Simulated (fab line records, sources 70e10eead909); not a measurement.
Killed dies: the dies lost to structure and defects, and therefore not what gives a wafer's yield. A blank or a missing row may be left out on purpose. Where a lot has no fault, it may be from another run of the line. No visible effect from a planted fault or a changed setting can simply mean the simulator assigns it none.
Chamber matching | flow nandHarc | 4 sister chambers for NHARC_A_WL_FILL_ALD_02 on aldMetal-01
The step deposits TiN, target thk 2 nm, pulse time 3 s, ald cycles 100. 8 wafers are shown with their chamber, then 7 later ones without.

WAFERS PAIRED WITH THEIR CHAMBERS
wafer  | chamber | heaterPowerW (W) | precursorPulseHeightRel
L560.4 | 2       | 1189             | 1.015
L560.5 | 2       | 1200             | 1.026
L562.2 | 1       | 1076             | 1.011
L562.4 | 0       | 1191             | 0.988
L564.2 | 1       | 1089             | 0.998
L564.3 | 0       | 1235             | 0.987
L566.4 | 3       | 1348             | 1.029
L566.5 | 3       | 1354             | 1.001

WAFERS MISSING THEIR CHAMBER
wafer  | heaterPowerW (W) | precursorPulseHeightRel
L566.6 | 1212             | 1.022
L568.1 | 1235             | 1.009
L568.3 | 1087             | 0.983
L568.4 | 1181             | 1.031
L570.3 | 1355             | 1.006
L570.4 | 1209             | 0.988
L570.5 | 1073             | 0.983

CHAMBER TAKEN BY EACH
wafer  | from the rows above     | in truth
L566.6 | can't be placed: 2 or 0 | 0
L568.1 | can't be placed: 0 or 2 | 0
L568.3 | 1                       | 1
L568.4 | 2                       | 2
L570.3 | 3                       | 3
L570.4 | 0                       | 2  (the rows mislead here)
L570.5 | 1                       | 1
Placed correctly: 4 of 7. These rows do not allow placing 2 (true chamber among the candidates in 2). Wrongly placed: 1.
How it was worked out, from the rows above alone: a wafer's distance from a chamber is the root of the sum, over the readings, of the square of ((its reading less the chamber's mean) divided by the reading's scatter). The wafer belongs to the nearest chamber; if the next one is less than 2 further off, it can't be placed. Each chamber's mean is taken over the wafers shown for it. How the scatter is found: for the shown wafers, subtract from each reading the mean of its chamber, square and add these, divide the total by (wafers less chambers), then take the root.
